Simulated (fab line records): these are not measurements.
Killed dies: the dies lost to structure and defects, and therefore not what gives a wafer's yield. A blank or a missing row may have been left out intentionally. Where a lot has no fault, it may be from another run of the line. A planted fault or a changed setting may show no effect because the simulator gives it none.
Chamber matching + flow nand harc + NHARC_A_STAIRCASE_TRIM_20 on rie diel-05: 4 sister chambers
The step chemistry O2, time 211.2 s. 4 wafers are shown with their chamber, then 9 later ones without.

== WAFERS PAIRED WITH THEIR CHAMBERS ==
| wafer  | chamber | showerhead plenum p Torr (Torr) |
|--------|---------|---------------------------------|
| L083.1 | 2       | 3.29                            |
| L083.2 | 3       | 3.62                            |
| L086.1 | 0       | 3.77                            |
| L086.5 | 1       | 3.35                            |

== WAFERS WITH NO CHAMBER GIVEN ==
| wafer  | showerhead plenum p Torr (Torr) |
|--------|---------------------------------|
| L087.1 | 3.35                            |
| L087.3 | 3.77                            |
| L087.6 | 3.61                            |
| L092.1 | 3.60                            |
| L092.2 | 3.76                            |
| L092.4 | 3.28                            |
| L093.1 | 3.27                            |
| L093.4 | 3.34                            |
| L093.6 | 3.75                            |

== WHICH CHAMBER EACH ONE RAN IN ==
| wafer  | from the rows above | in truth |
|--------|---------------------|----------|
| L087.1 | 1                   | 1        |
| L087.3 | 0                   | 0        |
| L087.6 | 3                   | 3        |
| L092.1 | 3                   | 3        |
| L092.2 | 0                   | 0        |
| L092.4 | 2                   | 2        |
| L093.1 | 2                   | 2        |
| L093.4 | 1                   | 1        |
| L093.6 | 0                   | 0        |
Placed correctly: 9 of 9. Number that these rows cannot place: 0. Wrongly placed: 0.
How it was worked out, from the rows above alone: a wafer's distance from a chamber is the root of the sum, over the readings, of the square of ((its reading less the chamber's mean) divided by the reading's scatter). If the next closest chamber is less than 2 further off than the closest, the wafer can't be placed; otherwise it belongs to the closest. For every chamber, the mean is computed from those of its wafers that are shown. The scatter: root of mean squared gap, hidden wafer to nearest shown wafer, with one shown wafer a chamber.
